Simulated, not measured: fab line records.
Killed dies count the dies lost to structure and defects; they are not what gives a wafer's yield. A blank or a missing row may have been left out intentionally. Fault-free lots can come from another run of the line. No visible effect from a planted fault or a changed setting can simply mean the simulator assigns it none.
Split-lot trial | flow n5 finfet | 21 wafers read from 7 lots, route of 1938 steps

THE SPLIT
At N5_BEOL_M11_DEP_56 (deposits SiCN from 3MS/NH3, target thk 30 nm, time 10.5 s), the setting time s was moved away from the recipe's 10.5 s on 10 of the 21 wafers read, by -13.9% to +14.7%. All remaining wafers had this setting at the recipe value.

The reading is taken at the split's own step.

THE READING
SiCN_of_BEOL_M11_DEP_56.thk nm (the simulator's own value, which no gauge read), in nm, at N5_BEOL_M11_DEP_56 (deposits SiCN from 3MS/NH3, target thk 30 nm, time 10.5 s). The file gives no usual value for it. The 11 wafers here that ran the recipe average 29.7 nm, standard deviation 0.42 nm.

wafer  | tool, chamber at the split | time s as run, s | against the recipe | SiCN_of_BEOL_M11_DEP_56.thk nm, nm | against lot-mates on the recipe
L074.1 | pecvd-02, 2                | 9.347            | -11.0%             | 27.4                               | -2.0
L074.3 | pecvd-02, 0                | 10.5             | recipe             | 29.4                               | -
L074.5 | pecvd-02, 1                | 9.347            | -11.0%             | 27.2                               | -2.2
L077.3 | pecvd-03, 1                | 10.5             | recipe             | 29.8                               | -
L077.4 | pecvd-03, 1                | 9.642            | -8.2%              | 27.4                               | -2.7
L077.5 | pecvd-03, 0                | 10.5             | recipe             | 30.4                               | -
L081.3 | pecvd-04, 2                | 10.5             | recipe             | 29.2                               | -
L081.5 | pecvd-04, 1                | 10.5             | recipe             | 30.4                               | -
L081.6 | pecvd-04, 0                | 12.01            | +14.4%             | 34.2                               | +4.4
L085.3 | pecvd-03, 2                | 10.5             | recipe             | 30.2                               | -
L085.4 | pecvd-03, 1                | 10.5             | recipe             | 29.6                               | -
L085.5 | pecvd-03, 1                | 10.5             | recipe             | 29.8                               | -
L089.1 | pecvd-04, 0                | 9.045            | -13.9%             | 25.6                               | -4.2
L089.3 | pecvd-04, 1                | 9.045            | -13.9%             | 26                                 | -3.8
L089.5 | pecvd-04, 2                | 10.5             | recipe             | 29.8                               | -
L093.2 | pecvd-02, 1                | 10.5             | recipe             | 29.2                               | -
L093.5 | pecvd-02, 0                | 12.04            | +14.7%             | 34.2                               | +5.0
L093.6 | pecvd-02, 2                | 12.04            | +14.7%             | 35                                 | +5.8
L096.1 | pecvd-02, 1                | 11.48            | +9.3%              | 31.4                               | +2.0
L096.2 | pecvd-02, 0                | 10.5             | recipe             | 29.4                               | -
L096.5 | pecvd-02, 1                | 11.48            | +9.3%              | 32.6                               | +3.2

FIT RESULTS
A straight line over all 21 wafers: SiCN_of_BEOL_M11_DEP_56.thk nm changes by +0.286 nm for each +1% of time s; r = +0.98; the points scatter about the line by 0.52 nm.
The same after taking each lot's own level away (the mean of its wafers on the recipe; 21 wafers): +0.298 nm for each +1%; r = +0.98; scatter 0.58 nm.
The reading moves by 4.4 nm for the largest change in time s, on that fit.
From 29.20 to 30.10 nm: that is the span of the lots' own levels, equal to 2.2 times the standard deviation above.
The two slopes agree, so the slope changes little with the lot-to-lot level.
Check: with one of the wafers moved furthest among these (+14.7%) left out of the fit, the line predicts +4.47 nm for it against its lot-mates. Against them it came out at +5 nm.

OTHER SPLITS APPLIED TO THESE WAFERS
These wafers also went through other splits before the reading. Each is held against what the fit with the lots' levels taken away leaves over:
other split on the same wafers | wafers away from the commonest value | r with SiCN_of_BEOL_M11_DEP_56.thk nm (lot level and that fit taken away)
N5_BEOL_M7_ETCH_41 source w    | 12                                   | +0.24
N5_BEOL_M8_ETCH_66 bias w      | 8                                    | -0.23
N5_BEOL_M9_ETCH_66 time s      | 9                                    | -0.40
N5_BEOL_M10_COAT_64 spin rpm   | 5                                    | +0.15
N5_BEOL_M10_EXPOSE_25 dose mj  | 5                                    | +0.31

THE FILE'S OWN FIT
SiCN_of_BEOL_M11_DEP_56.thk nm changes by +0.301 nm for each +1% of time s, r = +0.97.
